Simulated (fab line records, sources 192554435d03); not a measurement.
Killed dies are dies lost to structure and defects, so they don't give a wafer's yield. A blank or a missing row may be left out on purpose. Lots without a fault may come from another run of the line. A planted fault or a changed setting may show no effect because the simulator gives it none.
Split-lot experiment | flow n5_finfet | 7 lots, 21 wafers read, on a route of 1938 steps

THE SPLIT
At N5_BEOL_M1_ILD_DEP_00 (deposits SiOC from DEMS/O2, target thk 79 nm, time 15.3 s), the setting time_s was moved away from the recipe's 15.3 s on 7 of the 21 wafers read, by -14.9% to +6.9%. The other wafers ran this setting at the recipe's value.

The file shows no step between the split and the reading.

THE READING
M1_ILD_THK, in nm, at N5_BEOL_M1_THK_MEAS_01. Fault-free wafers of this fab line usually give 79.0 nm, standard deviation 1.2 nm.

wafer  | tool, chamber at the split | time_s as run, s | against the recipe | M1_ILD_THK, nm | against lot-mates on the recipe
L075.1 | pecvd-03, 2                | 15.3             | recipe             | 78.5           | -
L075.3 | pecvd-03, 0                | 15.3             | recipe             | 77.2           | -
L075.4 | pecvd-03, 2                | 15.3             | recipe             | 78.7           | -
L079.1 | pecvd-01, 0                | 16.03            | +4.8%              | 82.5           | +3.1
L079.2 | pecvd-01, 1                | 15.3             | recipe             | 78.8           | -
L079.5 | pecvd-01, 0                | 15.3             | recipe             | 80.0           | -
L082.1 | pecvd-03, 1                | 13.02            | -14.9%             | 64.2           | -13.1
L082.3 | pecvd-03, 2                | 13.02            | -14.9%             | 66.9           | -10.4
L082.5 | pecvd-03, 1                | 15.3             | recipe             | 77.3           | -
L083.1 | pecvd-03, 2                | 15.3             | recipe             | 78.0           | -
L083.2 | pecvd-03, 1                | 15.3             | recipe             | 76.9           | -
L083.4 | pecvd-03, 1                | 15.3             | recipe             | 77.8           | -
L087.1 | pecvd-04, 0                | 14.58            | -4.7%              | 73.1           | -5.9
L087.4 | pecvd-04, 1                | 15.3             | recipe             | 79.0           | -
L087.6 | pecvd-04, 1                | 14.58            | -4.7%              | 74.7           | -4.3
L096.1 | pecvd-04, 1                | 15.3             | recipe             | 79.3           | -
L096.5 | pecvd-04, 0                | 16.36            | +6.9%              | 83.9           | +4.6
L096.6 | pecvd-04, 1                | 16.36            | +6.9%              | 85.6           | +6.3
L097.1 | pecvd-03, 1                | 15.3             | recipe             | 76.1           | -
L097.5 | pecvd-03, 0                | 15.3             | recipe             | 77.7           | -
L097.6 | pecvd-03, 1                | 15.3             | recipe             | 77.7           | -

THE FIT
A straight line over all 21 wafers: M1_ILD_THK changes by +0.87 nm for each +1% of time_s; r = +0.98; the points scatter about the line by 1.1 nm.
The same after taking each lot's own level away (the mean of its wafers on the recipe; 21 wafers): +0.799 nm for each +1%; r = +0.98; scatter 0.87 nm.
On that fit, the largest move of time_s shifts the reading by 12 nm.
The lots' own levels span 77.17 to 79.40 nm, that is 1.9 times the standard deviation above.
So the lot-to-lot level changes the slope little: the two slopes agree.
Check: with one of the wafers moved furthest among these (-14.9%) left out of the fit, the line predicts -11.4 nm for it against its lot-mates. It came out at -13.1 nm against them.

OTHER SPLITS ON THESE WAFERS
These wafers also went through other splits before the reading. Each is held against what the fit with the lots' levels taken away leaves over:
other split on the same wafers               | wafers away from the commonest value | r with M1_ILD_THK (lot level and that fit taken away)
N5_GATE_CUT_COAT_07 spin_rpm                 | 8                                    | -0.06
N5_MOL_CONTACT_COAG_CONTACT_ETCH_14 source_w | 12                                   | +0.29
N5_MOL_CONTACT_COAG_ETCH_110 bias_w          | 7                                    | -0.41
N5_MOL_CONTACT_COAG_ALD_27 ald_cycles        | 5                                    | +0.22
N5_BEOL_M0_SAQP_EXPOSE_37 dose_mj            | 3                                    | +0.28

THE WHOLE CHAIN: every reading that the file lists as answering this split, in the file's order
step                   | what it does                                              | reading                                                                            | change (the file's fit)             | r (the file's)
N5_BEOL_M1_ILD_DEP_00  | deposits SiOC from DEMS/O2, target thk 79 nm, time 15.3 s | SiOC_of_BEOL_M1_ILD_DEP_00.thk_nm (the simulator's own value, which no gauge read) | +0.8 nm for each +1% of the setting | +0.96
N5_BEOL_M1_THK_MEAS_01 |                                                           | M1_ILD_THK                                                                         | +0.796 for each +1% of the setting  | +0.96

THE FILE'S OWN FIT
M1_ILD_THK changes by +0.796 nm for each +1% of time_s, r = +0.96.
